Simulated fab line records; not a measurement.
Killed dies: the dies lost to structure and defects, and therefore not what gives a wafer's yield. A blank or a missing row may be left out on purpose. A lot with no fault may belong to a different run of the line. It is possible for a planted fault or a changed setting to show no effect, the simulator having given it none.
Chamber matching | flow n5Finfet | 4 sister chambers for N5_BEOL_M4_DESCUM_16 on rieDiel-06
The step chemistry O2, time 7 s. 27 wafers are shown with their chamber, then 12 later ones without.

## WAFERS PAIRED WITH THEIR CHAMBERS
wafer  | chamber | drypumpMotorCurrentA (A) | throttleValvePct (%) | showerheadPlenumPTorr (Torr)
L074.2 | 1       | 4.9                      | 20.84                | 2.02
L074.4 | 3       | 5.5                      | 20.51                | 1.98
L074.6 | 1       | 4.9                      | 20.80                | 2.02
L075.1 | 1       | 4.9                      | 20.81                | 2.02
L075.4 | 2       | 6.6                      | 20.35                | 1.97
L075.6 | 1       | 4.8                      | 20.84                | 2.02
L076.3 | 2       | 6.6                      | 20.39                | 1.97
L076.5 | 0       | 5.6                      | 20.41                | 2.09
L076.6 | 1       | 4.9                      | 20.83                | 2.02
L077.2 | 3       | 5.5                      | 20.52                | 1.97
L077.4 | 0       | 5.6                      | 20.42                | 2.09
L077.5 | 3       | 5.4                      | 20.55                | 1.97
L081.3 | 0       | 5.6                      | 20.42                | 2.08
L081.5 | 3       | 5.5                      | 20.54                | 1.97
L081.6 | 2       | 6.6                      | 20.07                | 2.23
L085.2 | 1       | 4.9                      | 20.87                | 2.01
L085.3 | 3       | 5.5                      | 20.56                | 1.97
L085.5 | 1       | 4.9                      | 20.86                | 2.01
L083.4 | 3       | 5.5                      | 20.56                | 1.97
L083.5 | 2       | 6.6                      | 20.07                | 2.23
L083.6 | 1       | 4.9                      | 20.87                | 2.01
L084.3 | 3       | 5.5                      | 20.55                | 1.96
L084.4 | 1       | 4.9                      | 20.87                | 2.01
L084.5 | 3       | 5.5                      | 20.56                | 1.96
L086.1 | 2       | 6.6                      | 20.10                | 2.23
L086.3 | 3       | 5.5                      | 20.55                | 1.96
L086.5 | 1       | 4.9                      | 20.85                | 2.01

SIGNATURES (averages over the wafers above)
reading               | chamber 0 | chamber 1 | chamber 2 | chamber 3 | scatter within a chamber
drypumpMotorCurrentA  | 5.600     | 4.890     | 6.600     | 5.489     | 0.0279
throttleValvePct      | 20.4167   | 20.8440   | 20.1960   | 20.5444   | 0.0694
showerheadPlenumPTorr | 2.0867    | 2.0150    | 2.1260    | 1.9678    | 0.0596
Rule: a wafer's distance from a chamber is the root of the sum, over the readings, of the square of ((its reading less the chamber's mean) divided by the reading's scatter). The wafer belongs to the nearest chamber; if the next one is less than 2 further off, it can't be placed. How the scatter is found: for the shown wafers, subtract from each reading the mean of its chamber, square and add these, divide the total by (wafers less chambers), then take the root.

## WAFERS WITHOUT THEIR CHAMBER
wafer  | drypumpMotorCurrentA (A) | throttleValvePct (%) | showerheadPlenumPTorr (Torr)
L090.1 | 5.6                      | 20.42                | 2.08
L090.3 | 6.6                      | 20.12                | 2.22
L090.5 | 4.9                      | 20.88                | 2.01
L094.1 | 6.6                      | 20.12                | 2.22
L094.5 | 6.6                      | 20.12                | 2.22
L094.6 | 5.4                      | 20.34                | 2.22
L096.1 | 5.4                      | 20.36                | 2.22
L096.2 | 5.6                      | 20.47                | 2.07
L096.5 | 5.4                      | 20.37                | 2.22
L097.2 | 5.6                      | 20.45                | 2.07
L097.3 | 4.8                      | 20.92                | 2.00
L097.5 | 6.6                      | 20.12                | 2.22

## THE CHAMBER EACH PASSED THROUGH
wafer  | from the rows above     | in truth
L090.1 | 0                       | 0
L090.3 | 2                       | 2
L090.5 | 1                       | 1
L094.1 | 2                       | 2
L094.5 | 2                       | 2
L094.6 | can't be placed: 3 or 0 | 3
L096.1 | can't be placed: 3 or 0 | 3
L096.2 | 0                       | 0
L096.5 | can't be placed: 3 or 0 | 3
L097.2 | 0                       | 0
L097.3 | 1                       | 1
L097.5 | 2                       | 2
Placed correctly: 9 of 12. From these rows, 3 cannot be placed; in 3 the true chamber is one of the candidates. Wrongly placed: 0.
